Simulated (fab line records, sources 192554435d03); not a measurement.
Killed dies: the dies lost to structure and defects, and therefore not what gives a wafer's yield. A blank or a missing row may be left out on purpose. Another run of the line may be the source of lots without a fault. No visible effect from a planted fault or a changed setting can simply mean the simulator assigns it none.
Split-lot experiment || flow n5-finfet || 21 wafers read from 7 lots, route of 1938 steps

ABOUT THE SPLIT
At N5_MOL_CONTACT_COAG_CVD_140 (deposits W, target thk 66.5 nm, time 215 s), the setting target-thk-a was moved away from the recipe's 665 angstrom on 9 of the 21 wafers read, by -6.8% to +13.1%. All remaining wafers had this setting at the recipe value.

The reading is taken at the split's own step.

THE READING
W_of_MOL_CONTACT_COAG_CVD_140.thk-nm (the simulator's own value, which no gauge read), in nm, at N5_MOL_CONTACT_COAG_CVD_140 (deposits W, target thk 66.5 nm, time 215 s). There is no usual value for it anywhere in the file. Across the 12 wafers here that went through the recipe, the average is 66.5 nm and the standard deviation 0.66 nm.

{"wafer": "L078.1", "tool, chamber at the split": "cvd-w-02, 0", "target-thk-a as run, angstrom": 619.6, "against the recipe": "-6.8%", "W_of_MOL_CONTACT_COAG_CVD_140.thk-nm, nm": 61.4, "against lot-mates on the recipe": -5.2}
{"wafer": "L078.5", "tool, chamber at the split": "cvd-w-02, 1", "target-thk-a as run, angstrom": 665, "against the recipe": "recipe", "W_of_MOL_CONTACT_COAG_CVD_140.thk-nm, nm": 66.6, "against lot-mates on the recipe": "-"}
{"wafer": "L078.6", "tool, chamber at the split": "cvd-w-02, 0", "target-thk-a as run, angstrom": 619.6, "against the recipe": "-6.8%", "W_of_MOL_CONTACT_COAG_CVD_140.thk-nm, nm": 60.8, "against lot-mates on the recipe": -5.8}
{"wafer": "L079.1", "tool, chamber at the split": "cvd-w-01, 1", "target-thk-a as run, angstrom": 665, "against the recipe": "recipe", "W_of_MOL_CONTACT_COAG_CVD_140.thk-nm, nm": 66, "against lot-mates on the recipe": "-"}
{"wafer": "L079.3", "tool, chamber at the split": "cvd-w-01, 0", "target-thk-a as run, angstrom": 751.9, "against the recipe": "+13.1%", "W_of_MOL_CONTACT_COAG_CVD_140.thk-nm, nm": 75.2, "against lot-mates on the recipe": "+9.2"}
{"wafer": "L079.5", "tool, chamber at the split": "cvd-w-01, 1", "target-thk-a as run, angstrom": 751.9, "against the recipe": "+13.1%", "W_of_MOL_CONTACT_COAG_CVD_140.thk-nm, nm": 74.4, "against lot-mates on the recipe": "+8.4"}
{"wafer": "L085.1", "tool, chamber at the split": "cvd-w-01, 1", "target-thk-a as run, angstrom": 713.4, "against the recipe": "+7.3%", "W_of_MOL_CONTACT_COAG_CVD_140.thk-nm, nm": 71.8, "against lot-mates on the recipe": "no lot-mate on the recipe"}
{"wafer": "L085.5", "tool, chamber at the split": "cvd-w-01, 1", "target-thk-a as run, angstrom": 713.4, "against the recipe": "+7.3%", "W_of_MOL_CONTACT_COAG_CVD_140.thk-nm, nm": 70.8, "against lot-mates on the recipe": "no lot-mate on the recipe"}
{"wafer": "L085.6", "tool, chamber at the split": "cvd-w-01, 1", "target-thk-a as run, angstrom": 713.4, "against the recipe": "+7.3%", "W_of_MOL_CONTACT_COAG_CVD_140.thk-nm, nm": 71.2, "against lot-mates on the recipe": "no lot-mate on the recipe"}
{"wafer": "L087.1", "tool, chamber at the split": "cvd-w-02, 1", "target-thk-a as run, angstrom": 665, "against the recipe": "recipe", "W_of_MOL_CONTACT_COAG_CVD_140.thk-nm, nm": 66.4, "against lot-mates on the recipe": "-"}
{"wafer": "L087.5", "tool, chamber at the split": "cvd-w-02, 0", "target-thk-a as run, angstrom": 665, "against the recipe": "recipe", "W_of_MOL_CONTACT_COAG_CVD_140.thk-nm, nm": 65.8, "against lot-mates on the recipe": "-"}
{"wafer": "L087.6", "tool, chamber at the split": "cvd-w-02, 1", "target-thk-a as run, angstrom": 665, "against the recipe": "recipe", "W_of_MOL_CONTACT_COAG_CVD_140.thk-nm, nm": 67, "against lot-mates on the recipe": "-"}
{"wafer": "L090.2", "tool, chamber at the split": "cvd-w-01, 0", "target-thk-a as run, angstrom": 665, "against the recipe": "recipe", "W_of_MOL_CONTACT_COAG_CVD_140.thk-nm, nm": 67.2, "against lot-mates on the recipe": "-"}
{"wafer": "L090.4", "tool, chamber at the split": "cvd-w-01, 1", "target-thk-a as run, angstrom": 665, "against the recipe": "recipe", "W_of_MOL_CONTACT_COAG_CVD_140.thk-nm, nm": 66.6, "against lot-mates on the recipe": "-"}
{"wafer": "L090.5", "tool, chamber at the split": "cvd-w-01, 1", "target-thk-a as run, angstrom": 665, "against the recipe": "recipe", "W_of_MOL_CONTACT_COAG_CVD_140.thk-nm, nm": 66.2, "against lot-mates on the recipe": "-"}
{"wafer": "L092.2", "tool, chamber at the split": "cvd-w-02, 1", "target-thk-a as run, angstrom": 665, "against the recipe": "recipe", "W_of_MOL_CONTACT_COAG_CVD_140.thk-nm, nm": 67.8, "against lot-mates on the recipe": "-"}
{"wafer": "L092.5", "tool, chamber at the split": "cvd-w-02, 1", "target-thk-a as run, angstrom": 665, "against the recipe": "recipe", "W_of_MOL_CONTACT_COAG_CVD_140.thk-nm, nm": 67, "against lot-mates on the recipe": "-"}
{"wafer": "L092.6", "tool, chamber at the split": "cvd-w-02, 0", "target-thk-a as run, angstrom": 665, "against the recipe": "recipe", "W_of_MOL_CONTACT_COAG_CVD_140.thk-nm, nm": 66.4, "against lot-mates on the recipe": "-"}
{"wafer": "L096.1", "tool, chamber at the split": "cvd-w-01, 0", "target-thk-a as run, angstrom": 642.1, "against the recipe": "-3.4%", "W_of_MOL_CONTACT_COAG_CVD_140.thk-nm, nm": 63.8, "against lot-mates on the recipe": -1.4}
{"wafer": "L096.3", "tool, chamber at the split": "cvd-w-01, 0", "target-thk-a as run, angstrom": 642.1, "against the recipe": "-3.4%", "W_of_MOL_CONTACT_COAG_CVD_140.thk-nm, nm": 64.2, "against lot-mates on the recipe": -1.0}
{"wafer": "L096.4", "tool, chamber at the split": "cvd-w-01, 1", "target-thk-a as run, angstrom": 665, "against the recipe": "recipe", "W_of_MOL_CONTACT_COAG_CVD_140.thk-nm, nm": 65.2, "against lot-mates on the recipe": "-"}

FIT RESULTS
A straight line over all 21 wafers: W_of_MOL_CONTACT_COAG_CVD_140.thk-nm changes by +0.674 nm for each +1% of target-thk-a; r = +0.99; the points scatter about the line by 0.64 nm.
The same after taking each lot's own level away (the mean of its wafers on the recipe; 18 wafers): +0.683 nm for each +1%; r = +0.98; scatter 0.66 nm.
That fit puts the effect of the largest move of target-thk-a on the reading at 8.9 nm.
The lots' own levels span 65.20 to 67.07 nm, that is 2.8 times the standard deviation above.
The two slopes agree, so the slope changes little with the lot-to-lot level.
Check: with one of the wafers moved furthest among these (+13.1%) left out of the fit, the line predicts +8.77 nm for it against its lot-mates. Against them it came out at +9.2 nm.

ADDITIONAL SPLITS CARRIED BY THESE WAFERS
Note: prior to the reading, these wafers also went through further splits. Each is held against what the fit with the lots' levels taken away leaves over:
{"other split on the same wafers": "N5_HKMG_FIN_DEVELOP_11 develop-time-s", "wafers away from the commonest value": 9, "r with W_of_MOL_CONTACT_COAG_CVD_140.thk-nm (lot level and that fit taken away)": -0.19}
{"other split on the same wafers": "N5_GATE_CUT_COAT_27 spin-rpm", "wafers away from the commonest value": 4, "r with W_of_MOL_CONTACT_COAG_CVD_140.thk-nm (lot level and that fit taken away)": "+0.18"}
{"other split on the same wafers": "N5_GATE_CUT_COAT_07 spin-rpm", "wafers away from the commonest value": 7, "r with W_of_MOL_CONTACT_COAG_CVD_140.thk-nm (lot level and that fit taken away)": -0.30}

FILE'S OWN FIT
W_of_MOL_CONTACT_COAG_CVD_140.thk-nm changes by +0.683 nm for each +1% of target-thk-a, r = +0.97.
